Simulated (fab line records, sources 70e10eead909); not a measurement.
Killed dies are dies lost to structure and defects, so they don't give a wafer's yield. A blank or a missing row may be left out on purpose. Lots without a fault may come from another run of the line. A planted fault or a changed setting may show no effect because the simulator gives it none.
One fault seen from 2 desks | flow nand_harc | each desk has only its own numbers; what lay behind them comes last

THE TOOL OWNER'S DESK: rie_diel-06
The tool's own readings at NHARC_P_BONDPAD_ACTIVATE_29 (chemistry N2, time 60 s): means of the sampled wafers that have a number, for each lot that ran on this tool. A lot is out of limits, marked OUT, if its mean lies more than 4 standard deviations from the usual mean; the brackets give that distance.
Columns: A = drypump_motor_current_A at NHARC_P_BONDPAD_ACTIVATE_29, usual 5.7 A; B = n2_flow_sccm at NHARC_P_BONDPAD_ACTIVATE_29, usual 200.0 sccm; C = oes_product_au at NHARC_P_BONDPAD_ACTIVATE_29, usual 0.996 a.u.; D = rf_vpp_V at NHARC_P_BONDPAD_ACTIVATE_29, usual 64.0 V; E = run_length_s at NHARC_P_BONDPAD_ACTIVATE_29, usual 81.2 s; F = showerhead_plenum_p_Torr at NHARC_P_BONDPAD_ACTIVATE_29, usual 1.77 Torr
lot  | first seen here | A   | B     | C     | D    | E              | F
L933 | day 6 07:12     | 5.3 | 200.0 | 1.004 | 64.5 | 81.1           | 1.84
L932 | day 6 18:25     | 5.3 | 201.0 | 1.008 | 64.8 | 81.0           | 1.84
L934 | day 7 06:41     | 5.5 | 199.6 | 0.994 | 64.0 | 80.9           | 1.77
L936 | day 7 11:27     | 6.4 | 199.5 | 0.993 | 63.5 | 81.4           | 1.73
L944 | day 9 19:04     | 5.9 | 199.7 | 0.995 | 64.1 | 91.0 (+28) OUT | 1.76
L945 | day 9 19:23     | 5.9 | 200.1 | 0.988 | 64.2 | 91.2 (+29) OUT | 1.76
L946 | day 10 08:19    | 5.3 | 200.1 | 0.995 | 64.1 | 90.7 (+27) OUT | 1.84
This desk's finding: out of limits on L944, L945, L946; first on L944, day 9 19:04 (run_length_s at NHARC_P_BONDPAD_ACTIVATE_29). In limits: L933, L932, L934, L936.

THE DEFECT DESK
What the inspections along the route counted, lot by lot: means of the sampled wafers that have a number. A lot is out of limits, marked OUT, if its mean lies more than 4 standard deviations from the usual mean; the brackets give that distance.
Columns: A = raw_defect_count at NHARC_P_BONDPAD_INSPECT_23, usual 320
lot  | first seen here | A
L933 | day 6 07:08     | 307
L932 | day 6 18:20     | 271
L935 | day 7 05:57     | 387
L934 | day 7 06:35     | 477
L936 | day 7 11:23     | 278
L938 | day 8 01:50     | 291
L943 | day 9 18:26     | 270
L944 | day 9 18:59     | 286
L945 | day 9 19:18     | 231
L946 | day 10 08:16    | 222
L951 | day 11 03:07    | 355
This desk's finding: nothing out of limits on any of the 11 lots.

PUT TOGETHER
The tool owner's desk could have raised an alarm at day 9 19:04, on L944, L945, L946.
The defect desk saw nothing out of limits.
The defect desk has L944, L945, L946 on record, within its limits.
Of the lots named, all ran NHARC_P_BONDPAD_ACTIVATE_29 on rie_diel-06.

WHAT THE SIMULATOR HAD PUT IN
Process parameter drift: rie_diel-06, from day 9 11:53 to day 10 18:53, at NHARC_P_BONDPAD_ACTIVATE_29. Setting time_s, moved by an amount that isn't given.
Lots struck among those shown: L944, L945, L946.
Hours from the fault's start to each desk's first reading out of limits: the tool owner's desk, 7.
